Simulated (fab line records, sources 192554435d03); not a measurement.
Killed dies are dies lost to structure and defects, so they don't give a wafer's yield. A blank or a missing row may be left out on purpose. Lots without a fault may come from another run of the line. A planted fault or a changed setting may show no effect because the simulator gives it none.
Chamber matching | flow n5_finfet | N5_BEOL_M3_DESCUM_33 on rie_diel-04: 4 sister chambers
The step chemistry O2, time 7 s. 4 wafers are shown with their chamber, then 9 later ones without.

WAFERS WITH THEIR CHAMBER
wafer  | chamber | showerhead_plenum_p_Torr (Torr)
L077.1 | 2       | 2.05
L086.2 | 1       | 2.17
L086.3 | 0       | 2.07
L086.6 | 3       | 2.07

WAFERS WITHOUT THEIR CHAMBER
wafer  | showerhead_plenum_p_Torr (Torr)
L087.1 | 2.05
L087.3 | 2.07
L087.6 | 2.07
L092.1 | 2.06
L092.2 | 2.17
L092.4 | 2.04
L096.1 | 2.06
L096.4 | 2.16
L096.5 | 2.06

WHICH CHAMBER EACH WENT THROUGH
wafer  | from the rows above          | in truth
L087.1 | 2                            | 2
L087.3 | can't be placed: 0 or 3      | 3
L087.6 | can't be placed: 0 or 3      | 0
L092.1 | can't be placed: 0 or 3 or 2 | 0
L092.2 | 1                            | 1
L092.4 | 2                            | 2
L096.1 | can't be placed: 0 or 3 or 2 | 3
L096.4 | 1                            | 1
L096.5 | can't be placed: 0 or 3 or 2 | 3
Placed correctly: 4 of 9. Can't be placed from these rows: 5 (the true chamber is among the candidates in 5). Placed wrongly: 0.
How it was worked out, from the rows above alone: a wafer's distance from a chamber is the root of the sum, over the readings, of the square of ((its reading less the chamber's mean) divided by the reading's scatter). The wafer belongs to the nearest chamber; if the next one is less than 2 further off, it can't be placed. A chamber's mean is the mean of its shown wafers. The scatter: with one shown wafer a chamber, the root of the mean of the squares of how far each hidden wafer lies from its nearest shown one.
